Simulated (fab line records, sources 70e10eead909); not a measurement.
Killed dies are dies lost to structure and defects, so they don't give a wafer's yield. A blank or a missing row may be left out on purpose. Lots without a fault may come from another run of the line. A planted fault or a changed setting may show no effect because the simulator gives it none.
fab line records | flow nand_harc
record lots=14 wafers=41 last_day=33
route steps=1302 shown A_SOURCE_PLATE@423 A_ONON_D1@430 END@1302
lots that met no fault: from a run of the same line without faults
start_h: hours from the record's first day to the start of the lot's first wafer shown | wait_h: hours since the lot's step before | " the same as in the row above | L1.1+2: a row that stands for several wafers | - no value, or no start given | * or withheld: withheld | < > ~ a bound
route shown NAME@n: a module of which the file shows steps, and the number in the route of the first | usual: mean/standard deviation of fault-free wafers | same: alike in all rows | chamber/n: place in a boat | sites: the reading at each site | _std_site: their standard deviation | _edge_site: outer sites' mean less inner sites' | radius_mm: how far each site lies from the wafer's centre | mask NAME#n: copy n | behind: the tool/chamber that last shaped the wafer | hold: why the lot was held/for how many hours/how that ended | device: the transistor (n, p or np) that didn't switch | end of line: the same wafers' tests at the end of the route | a step without rows: its recipe alone | killed: dies lost to structure and defects at the first sort, not the wafer's yield | map: a wafer's dies, x killed, . not, _ none there
set.NAME: the setting as run; set.NAME@STEP: as run at that earlier step | model.NAME: the simulator's own value behind a step, which no gauge read
steps of the route over a sample of lots; a table a step, a row a wafer
services: from which hour (start_h, from the record's first day; less than 0 if before it) a tool's chamber was out of use, for how many hours, and why
## steps
# step NHARC_A_SOURCE_PLATE_INSPECT_08
# usual raw_defect_count=55/22
# columns lot.wafer tool chamber start_h wait_h raw_defect_count
L900.1 defect_inspect-01 - 154.58 0.0 26
L900.2 " - " " 29
L900.4 " - " " 30
L901.2 defect_inspect-02 - 171.62 0.0 56
L901.5 " - " " 48
L901.6 " - " " 35
L902.1 defect_inspect-01 - 176.84 0.0 33
L902.2 " - " " 42
L902.5 " - " " 60
L903.2 defect_inspect-01 - 190.49 0.0 54
L903.3 " - " " 41
L903.6 " - " " 69
L904.1 defect_inspect-01 - 199.27 0.0 39
L904.3 " - " " 47
L904.5 " - " " 86
L905.2 defect_inspect-01 - 214.57 0.0 58
L905.5 " - " " 71
L905.6 " - " " 71
L915.1 defect_inspect-01 - 316.47 0.0 47
L915.3 " - " " 22
L916.1 defect_inspect-02 - 322.38 0.0 34
L916.3 " - " " 38
L916.5 " - " " 21
L917.3 defect_inspect-02 - 333.24 0.0 84
L917.4 " - " " 78
L917.6 " - " " 72
L918.1 defect_inspect-01 - 345.37 0.0 42
L918.2 " - " " 64
L918.3 " - " " 48
L920.1 defect_inspect-02 - 355.93 0.0 42
L920.2 " - " " 39
L920.4 " - " " 34
L921.2 defect_inspect-02 - 367.45 0.0 102
L921.3 " - " " 112
L921.6 " - " " 109
L922.1 defect_inspect-02 - 382.31 0.0 77
L922.2 " - " " 46
L922.6 " - " " 65
L923.2 defect_inspect-01 - 390.86 0.0 60
L923.3 " - " " 70
L923.6 " - " " 64
# step NHARC_A_ONON_D1_DEP_09
# recipe target_thk_a=10000 n2_flow_sccm=2750 n2o_flow_sccm=2000 nh3_flow_sccm=500 sih4_flow_sccm=210 temp_c=400
# columns lot.wafer tool chamber start_h wait_h
L900.1+2+4 pecvd_onon-04 0 156.35 0.1
L901.2+5+6 pecvd_onon-01 0 173.44 0.1
L902.1+2+5 pecvd_onon-02 0 178.59 0.1
L903.2+3+6 pecvd_onon-01 0 192.44 0.1
L904.1+3+5 pecvd_onon-04 0 201.04 0.1
L905.2+5+6 pecvd_onon-04 0 216.39 0.1
L915.1+3 pecvd_onon-02 0 318.25 0.1
L916.1+3+5 pecvd_onon-02 0 324.14 0.1
L917.3+4+6 pecvd_onon-04 0 335.12 0.2
L918.1+2+3 pecvd_onon-04 0 347.13 0.1
L920.1+2+4 pecvd_onon-04 0 357.90 0.3
L921.2+3+6 pecvd_onon-04 0 369.27 0.1
L922.1+2+6 pecvd_onon-01 0 384.08 0.1
L923.2+3+6 pecvd_onon-02 0 392.68 0.1
# step NHARC_A_ONON_D1_THK_MEAS_11
# recipe thk_meas_gauge=ellipsometry
# usual thk_nm=997/10
# columns lot.wafer tool chamber start_h wait_h thk_nm
L900.1 film_metro-02 - 156.86 - 984
L900.2 " - " " 985
L900.4 " - " " 985
L901.2 film_metro-02 - 173.90 - 999
L901.5 " - " " 999
L901.6 " - " " 1001
L902.1 film_metro-02 - 179.10 - 989
L902.2 " - " " 988
L902.5 " - " " 990
L903.2 film_metro-02 - 192.90 - 994
L903.3 " - " " 994
L903.6 " - " " 995
L904.1 film_metro-02 - 201.56 - 987
L904.3 " - " " 987
L904.5 " - " " 986
L905.2 film_metro-01 - 216.84 - 993
L905.5 " - " " 993
L905.6 " - " " 994
L915.1 film_metro-02 - 318.76 - 1005
L915.3 " - " " 1553
L916.1 film_metro-01 - 324.65 - 1001
L916.3 " - " " 1549
L916.5 " - " " 999
L917.3 film_metro-01 - 335.51 - 992
L917.4 " - " " 990
L917.6 " - " " 988
L918.1 film_metro-02 - 347.64 - 998
L918.2 " - " " 997
L918.3 " - " " 999
L920.1 film_metro-02 - 358.41 - 1006
L920.2 " - " " 1005
L920.4 " - " " 1003
L921.2 film_metro-01 - 369.72 - 1006
L921.3 " - " " 1006
L921.6 " - " " 1006
L922.1 film_metro-01 - 384.59 - 992
L922.2 " - " " 992
L922.6 " - " " 994
L923.2 film_metro-02 - 393.13 - 985
L923.3 " - " " 987
L923.6 " - " " 986
# step NHARC_END_SORT_01
# recipe temp_c=25
# usual killed_at_array=55/20 killed_at_other=1.1/1.2 killed_at_periphery=3.8/2.8 killed_dies=60/19 killed_open=3.4/1.9 killed_short=2.2/1.5
# same gross_dies=677
# columns lot.wafer tool chamber start_h wait_h killed_at_array killed_at_other killed_at_periphery killed_dies killed_open killed_short
L916.1 prober-01 0 705.25 2.5 63 1 3 67 7 6
L916.3 prober-01 0 706.84 3.1 673 0 4 677 3 2
L916.5 prober-01 0 708.44 3.7 65 1 5 71 6 5
L915.1 prober-02 0 705.32 2.5 79 0 4 83 4 2
L915.3 prober-02 0 706.92 3.1 671 0 6 677 3 0
# killed by level:class
L916.1 A_SLIT:chamber_film_flake=28 A_CHANNEL_HOLE_D2:chamber_film_flake=13 A_CHANNEL_HOLE_D1:chamber_film_flake=7 A_CONTACT:chamber_film_flake=3 A_CHANNEL_FILL_D1:geometric_particle:short=2 A_CHANNEL_FILL_D2:geometric_particle:short=2 P_GATE:chamber_film_flake=2 P_GATE:geometric_particle:open=1
L915.1 A_SLIT:chamber_film_flake=36 A_CHANNEL_HOLE_D1:chamber_film_flake=32 A_DECK1_JOINT:geometric_particle:open=2 P_GATE:chamber_film_flake=2 A_DECK1_JOINT:chamber_film_flake=2 A_CONTACT:chamber_film_flake=2 P_M0:geometric_particle:open=1 A_CHANNEL_FILL_D1:geometric_particle:short=1
L916.3 A_ONON_D1:area_dep=623 A_SLIT:chamber_film_flake=23 A_CHANNEL_HOLE_D2:chamber_film_flake=14 A_CONTACT:chamber_film_flake=4 A_DECK1_JOINT:chamber_film_flake=3 P_GATE:chamber_film_flake=2 P_CONTACT:geometric_particle:short=1 P_CONTACT:geometric_particle:open=1
L915.3 A_ONON_D1:area_dep=596 A_CHANNEL_HOLE_D1:chamber_film_flake=38 A_SLIT:chamber_film_flake=29 P_GATE:chamber_film_flake=4 A_STAIRCASE:chamber_film_flake=3 A_CHANNEL_FILL_D1:chamber_film_flake=2 A_DECK1_JOINT:chamber_film_flake=2 P_GATE:geometric_particle:open=1
L916.5 A_SLIT:chamber_film_flake=24 A_CHANNEL_HOLE_D2:chamber_film_flake=18 A_CHANNEL_HOLE_D1:chamber_film_flake=7 A_CONTACT:chamber_film_flake=4 A_CHANNEL_HOLE_D2:geometric_particle:open=2 A_WL_FILL:geometric_particle:short=2 P_GATE:chamber_film_flake=2 A_STAIRCASE:chamber_film_flake=2
## services
# columns tool chamber start_h hours kind
pecvd_onon-02 - 185.00 13.0 pm
pecvd_onon-01 - 269.54 13.0 pm
pecvd_onon-04 - 311.20 13.0 pm
pecvd_onon-04 - 363.54 1.1 repair
pecvd_onon-02 - 366.00 13.0 pm
## key
first_sign step=NHARC_A_ONON_D1_THK_MEAS_11 reading=thk_nm direction=up sigmas=54 usual=997 struck=1551
effect step=NHARC_END_SORT_01 reading=killed_dies direction=up sigmas=32 usual=60 struck=677
more_kills_born_at NHARC_A_ONON_D1_DEP_09@pecvd_onon-02=1219
met_at NHARC_A_ONON_D1_DEP_09
struck_lots L915,L916
struck_wafers L915.3,L916.3
later_rows_left_out L915.3,L916.3
tester_left_out L915,L916
not_acting_at NHARC_A_SOURCE_PLATE_INSPECT_08
onset_between 178.59 318.25
fault kind=process_parameter_drift tool=pecvd_onon-02 chamber=- onset_h=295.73 steps=NHARC_A_ONON_D1_DEP_09 channel=target_thk_a offset=* shape=step end_h=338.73 scope=struck_wafers_only acts_in=* stated=*
# tester_left_out: of these lots the tester's yield and bins aren't shown, on N5 and GAA mostly nor the transistor test; their killed dies are dies lost to structure and defects alone, not to doping, threshold or leakage, so they don't give the yield
# later_rows_left_out: the simulator's readings of these wafers behind a module that went badly wrong aren't trusted and aren't shown, but for the sort
